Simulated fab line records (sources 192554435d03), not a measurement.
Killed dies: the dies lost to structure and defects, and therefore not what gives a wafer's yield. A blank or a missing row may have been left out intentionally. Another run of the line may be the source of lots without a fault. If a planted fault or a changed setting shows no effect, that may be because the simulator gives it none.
Lot-split experiment :: flow n5_finfet :: 39 wafers read from 7 lots, route of 1938 steps

ON THE SPLIT
At N5_DUMMY_GATE_EXPOSE_12 (exposes mask GATE, target cd 25 nm), the setting dose_mj was moved away from the recipe's 34 on 15 of the 39 wafers read, by -6.7% to +7.8%. All remaining wafers had this setting at the recipe value.

FROM THE SPLIT TO THE READING: what the file shows between them, 2 steps
- N5_DUMMY_GATE_PEB_13: peb time 60 s
- N5_DUMMY_GATE_DEVELOP_14: develop time 30 s

THE READING
cd_nm at N5_DUMMY_GATE_CD_MEAS_15, given in nm (cd target 25.8 nm). Typical for fault-free wafers on this fab line: 24.99 nm, with standard deviation 0.25 nm.

wafer: L076.1
tool, chamber at the split: euv_scanner-02, 0
dose_mj as run: 34
against the recipe: recipe
cd_nm, nm: 24.96
against lot-mates on the recipe: -

wafer: L076.2
tool, chamber at the split: euv_scanner-02, 0
dose_mj as run: 34
against the recipe: recipe
cd_nm, nm: 25.18
against lot-mates on the recipe: -

wafer: L076.3
tool, chamber at the split: euv_scanner-02, 0
dose_mj as run: 31.73
against the recipe: -6.7%
cd_nm, nm: 26.37
against lot-mates on the recipe: +1.44

wafer: L076.4
tool, chamber at the split: euv_scanner-02, 0
dose_mj as run: 31.73
against the recipe: -6.7%
cd_nm, nm: 26.07
against lot-mates on the recipe: +1.14

wafer: L076.5
tool, chamber at the split: euv_scanner-02, 0
dose_mj as run: 34
against the recipe: recipe
cd_nm, nm: 24.66
against lot-mates on the recipe: -

wafer: L076.6
tool, chamber at the split: euv_scanner-02, 0
dose_mj as run: 31.73
against the recipe: -6.7%
cd_nm, nm: 26.23
against lot-mates on the recipe: +1.30

wafer: L079.1
tool, chamber at the split: euv_scanner-02, 0
dose_mj as run: 34
against the recipe: recipe
cd_nm, nm: 25.37
against lot-mates on the recipe: -

wafer: L079.2
tool, chamber at the split: euv_scanner-02, 0
dose_mj as run: 34
against the recipe: recipe
cd_nm, nm: 25.63
against lot-mates on the recipe: -

wafer: L079.3
tool, chamber at the split: euv_scanner-02, 0
dose_mj as run: 34
against the recipe: recipe
cd_nm, nm: 24.92
against lot-mates on the recipe: -

wafer: L079.4
tool, chamber at the split: euv_scanner-02, 0
dose_mj as run: 32.94
against the recipe: -3.1%
cd_nm, nm: 25.83
against lot-mates on the recipe: +0.52

wafer: L079.5
tool, chamber at the split: euv_scanner-02, 0
dose_mj as run: 32.94
against the recipe: -3.1%
cd_nm, nm: 25.45
against lot-mates on the recipe: +0.14

wafer: L079.6
tool, chamber at the split: euv_scanner-02, 0
dose_mj as run: 32.94
against the recipe: -3.1%
cd_nm, nm: 25.48
against lot-mates on the recipe: +0.17

wafer: L080.1
tool, chamber at the split: euv_scanner-01, 0
dose_mj as run: 34
against the recipe: recipe
cd_nm, nm: 25.04
against lot-mates on the recipe: -

wafer: L080.4
tool, chamber at the split: euv_scanner-01, 0
dose_mj as run: 34
against the recipe: recipe
cd_nm, nm: 24.86
against lot-mates on the recipe: -

wafer: L080.5
tool, chamber at the split: euv_scanner-01, 0
dose_mj as run: 34
against the recipe: recipe
cd_nm, nm: 25.00
against lot-mates on the recipe: -

wafer: L081.1
tool, chamber at the split: euv_scanner-02, 0
dose_mj as run: 34
against the recipe: recipe
cd_nm, nm: 25.11
against lot-mates on the recipe: -

wafer: L081.2
tool, chamber at the split: euv_scanner-02, 0
dose_mj as run: 34
against the recipe: recipe
cd_nm, nm: 25.14
against lot-mates on the recipe: -

wafer: L081.3
tool, chamber at the split: euv_scanner-02, 0
dose_mj as run: 34
against the recipe: recipe
cd_nm, nm: 25.08
against lot-mates on the recipe: -

wafer: L081.4
tool, chamber at the split: euv_scanner-02, 0
dose_mj as run: 34
against the recipe: recipe
cd_nm, nm: 24.91
against lot-mates on the recipe: -

wafer: L081.5
tool, chamber at the split: euv_scanner-02, 0
dose_mj as run: 34
against the recipe: recipe
cd_nm, nm: 24.78
against lot-mates on the recipe: -

wafer: L081.6
tool, chamber at the split: euv_scanner-02, 0
dose_mj as run: 34
against the recipe: recipe
cd_nm, nm: 24.87
against lot-mates on the recipe: -

wafer: L085.1
tool, chamber at the split: euv_scanner-02, 0
dose_mj as run: 34
against the recipe: recipe
cd_nm, nm: 24.99
against lot-mates on the recipe: -

wafer: L085.2
tool, chamber at the split: euv_scanner-02, 0
dose_mj as run: 36.66
against the recipe: +7.8%
cd_nm, nm: 23.49
against lot-mates on the recipe: -1.50

wafer: L085.3
tool, chamber at the split: euv_scanner-02, 0
dose_mj as run: 34
against the recipe: recipe
cd_nm, nm: 25.04
against lot-mates on the recipe: -

wafer: L085.4
tool, chamber at the split: euv_scanner-02, 0
dose_mj as run: 36.66
against the recipe: +7.8%
cd_nm, nm: 23.53
against lot-mates on the recipe: -1.46

wafer: L085.5
tool, chamber at the split: euv_scanner-02, 0
dose_mj as run: 36.66
against the recipe: +7.8%
cd_nm, nm: 23.30
against lot-mates on the recipe: -1.69

wafer: L085.6
tool, chamber at the split: euv_scanner-02, 0
dose_mj as run: 34
against the recipe: recipe
cd_nm, nm: 24.95
against lot-mates on the recipe: -

wafer: L086.1
tool, chamber at the split: euv_scanner-02, 0
dose_mj as run: 32.85
against the recipe: -3.4%
cd_nm, nm: 25.38
against lot-mates on the recipe: +0.36

wafer: L086.2
tool, chamber at the split: euv_scanner-02, 0
dose_mj as run: 34
against the recipe: recipe
cd_nm, nm: 24.92
against lot-mates on the recipe: -

wafer: L086.3
tool, chamber at the split: euv_scanner-02, 0
dose_mj as run: 32.85
against the recipe: -3.4%
cd_nm, nm: 25.77
against lot-mates on the recipe: +0.75

wafer: L086.4
tool, chamber at the split: euv_scanner-02, 0
dose_mj as run: 34
against the recipe: recipe
cd_nm, nm: 25.13
against lot-mates on the recipe: -

wafer: L086.5
tool, chamber at the split: euv_scanner-02, 0
dose_mj as run: 34
against the recipe: recipe
cd_nm, nm: 25.00
against lot-mates on the recipe: -

wafer: L086.6
tool, chamber at the split: euv_scanner-02, 0
dose_mj as run: 32.85
against the recipe: -3.4%
cd_nm, nm: 25.54
against lot-mates on the recipe: +0.52

wafer: L091.1
tool, chamber at the split: euv_scanner-02, 0
dose_mj as run: 32.56
against the recipe: -4.2%
cd_nm, nm: 25.72
against lot-mates on the recipe: +0.73

wafer: L091.2
tool, chamber at the split: euv_scanner-02, 0
dose_mj as run: 34
against the recipe: recipe
cd_nm, nm: 24.95
against lot-mates on the recipe: -

wafer: L091.3
tool, chamber at the split: euv_scanner-02, 0
dose_mj as run: 32.56
against the recipe: -4.2%
cd_nm, nm: 25.95
against lot-mates on the recipe: +0.96

wafer: L091.4
tool, chamber at the split: euv_scanner-02, 0
dose_mj as run: 34
against the recipe: recipe
cd_nm, nm: 25.03
against lot-mates on the recipe: -

wafer: L091.5
tool, chamber at the split: euv_scanner-02, 0
dose_mj as run: 32.56
against the recipe: -4.2%
cd_nm, nm: 25.81
against lot-mates on the recipe: +0.82

wafer: L091.6
tool, chamber at the split: euv_scanner-02, 0
dose_mj as run: 34
against the recipe: recipe
cd_nm, nm: 25.00
against lot-mates on the recipe: -

FIT RESULTS
A straight line over all 39 wafers: cd_nm changes by -0.191 nm for each +1% of dose_mj; r = -0.96; the points scatter about the line by 0.18 nm.
The same after taking each lot's own level away (the mean of its wafers on the recipe; 39 wafers): -0.189 nm for each +1%; r = -0.96; scatter 0.17 nm.
According to that fit, moving dose_mj by its largest amount changes the reading by 1.5 nm.
Across the lots, their own levels run from 24.933 to 25.307 nm, a range of 1.5 times the standard deviation given above.
So the lot-to-lot level changes the slope little: the two slopes agree.
Check: -1.51 nm against its lot-mates is what the line predicts for one of the wafers moved furthest among these (+7.8%) when that wafer is left out of the fit. It came out at -1.5 nm against them.

THE FILE'S OWN FIT
cd_nm changes by -0.186 nm for each +1% of dose_mj, r = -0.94.
